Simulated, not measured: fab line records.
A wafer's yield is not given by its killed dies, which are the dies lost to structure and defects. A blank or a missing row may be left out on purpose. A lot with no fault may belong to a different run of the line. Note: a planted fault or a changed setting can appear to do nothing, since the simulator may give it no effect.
What tool caused it? / flow nand harc / 42 wafers from 14 lots sampled at 2 of the route's 1302 steps

## WHAT THE GAUGES READ, wafer by wafer
NHARC_A_BONDPAD_CD_MEAS_13. Usual: cd nm at 501.0 nm, with a standard deviation of 2.5.
lot=L521; measured=day 23 14:51; on=cd sem-02; cd nm (nm)=503.1 500.9 502.7; flag=
lot=L524; measured=day 23 20:42; on=cd sem-01; cd nm (nm)=504.2 499.5 502.1; flag=
lot=L523; measured=day 23 21:18; on=cd sem-03; cd nm (nm)=501.2 497.3 500.4; flag=
lot=L526; measured=day 24 13:47; on=cd sem-03; cd nm (nm)=500.1 498.2 498.7; flag=
lot=L528; measured=day 25 20:49; on=cd sem-02; cd nm (nm)=495.2 504.2 503.2; flag=
lot=L529; measured=day 26 07:22; on=cd sem-01; cd nm (nm)=499.2 502.0 499.3; flag=
lot=L530; measured=day 26 19:07; on=cd sem-03; cd nm (nm)=504.9 504.4 506.5; flag=
lot=L531; measured=day 27 12:16; on=cd sem-01; cd nm (nm)=505.0 497.0 500.8; flag=
lot=L533; measured=day 27 14:10; on=cd sem-02; cd nm (nm)=497.7 505.1 501.0; flag=
lot=L532; measured=day 27 21:39; on=cd sem-01; cd nm (nm)=507.9 500.3 501.6; flag=
lot=L527; measured=day 28 12:22; on=cd sem-03; cd nm (nm)=501.2 502.7 501.6; flag=
lot=L542; measured=day 31 21:07; on=cd sem-03; cd nm (nm)=504.9 502.1 504.1; flag=
lot=L544; measured=day 31 23:34; on=cd sem-02; cd nm (nm)=500.1 500.9 496.3; flag=
lot=L543; measured=day 32 00:11; on=cd sem-03; cd nm (nm)=499.2 500.7 497.8; flag=

## WHICH TOOL RAN EACH LOT (tool, then ch and the chambers of the sampled wafers, then the start)
lot=L521; NHARC_A_M1_DEGAS_29=pvd sputter-01, day 23 10:58
lot=L524; NHARC_A_M1_DEGAS_29=pvd sputter-03, day 23 16:40
lot=L523; NHARC_A_M1_DEGAS_29=pvd sputter-02, day 23 17:14
lot=L526; NHARC_A_M1_DEGAS_29=pvd sputter-03, day 24 09:44
lot=L528; NHARC_A_M1_DEGAS_29=pvd sputter-02, day 25 16:37
lot=L529; NHARC_A_M1_DEGAS_29=pvd sputter-03, day 26 03:28
lot=L530; NHARC_A_M1_DEGAS_29=pvd sputter-03, day 26 15:07
lot=L531; NHARC_A_M1_DEGAS_29=pvd sputter-01, day 27 07:56
lot=L533; NHARC_A_M1_DEGAS_29=pvd sputter-02, day 27 10:04
lot=L532; NHARC_A_M1_DEGAS_29=pvd sputter-03, day 27 17:38
lot=L527; NHARC_A_M1_DEGAS_29=pvd sputter-01, day 28 08:22
lot=L542; NHARC_A_M1_DEGAS_29=pvd sputter-01, day 31 16:27
lot=L544; NHARC_A_M1_DEGAS_29=pvd sputter-01, day 31 19:28
lot=L543; NHARC_A_M1_DEGAS_29=pvd sputter-03, day 31 20:08
- NHARC_A_M1_DEGAS_29: time 60 s.

## AS READ BY THE TOOLS THEMSELVES (means over the sampled wafers that have a number; for cases with no such wafer, the mark the record gives instead)
NHARC_A_M1_DEGAS_29. Usual: heater power w at 339 W, with a standard deviation of 46.
lot=L521; tool=pvd sputter-01; heater power w (W)=349; flag=
lot=L524; tool=pvd sputter-03; heater power w (W)=315; flag=
lot=L523; tool=pvd sputter-02; heater power w (W)=364; flag=
lot=L526; tool=pvd sputter-03; heater power w (W)=348; flag=
lot=L528; tool=pvd sputter-02; heater power w (W)=369; flag=
lot=L529; tool=pvd sputter-03; heater power w (W)=290; flag=
lot=L530; tool=pvd sputter-03; heater power w (W)=317; flag=
lot=L531; tool=pvd sputter-01; heater power w (W)=355; flag=
lot=L533; tool=pvd sputter-02; heater power w (W)=413; flag=
lot=L532; tool=pvd sputter-03; heater power w (W)=344; flag=
lot=L527; tool=pvd sputter-01; heater power w (W)=352; flag=
lot=L542; tool=pvd sputter-01; heater power w (W)=359; flag=
lot=L544; tool=pvd sputter-01; heater power w (W)=349; flag=
lot=L543; tool=pvd sputter-03; heater power w (W)=351; flag=

## THE ANSWER, worked out from the rows above alone
Rule: a lot counts as off when the mean over its wafers that have a number is more than 3 standard deviations away from the usual mean. A lot without any number at a reading at which 4 lots or more have one is off too. Where the step has rows for the other lots, those lots are counted as sound. The gauges are gone through in route order, then the tools' own readings, and for those a lot's mean is taken as printed above. At the first step where some lot is off, the reading lying furthest off is the one used; lots without a number count as furthest.
None of the lots is off at any reading shown; this tells nothing.

## WHAT THE SIMULATOR HAD PUT IN
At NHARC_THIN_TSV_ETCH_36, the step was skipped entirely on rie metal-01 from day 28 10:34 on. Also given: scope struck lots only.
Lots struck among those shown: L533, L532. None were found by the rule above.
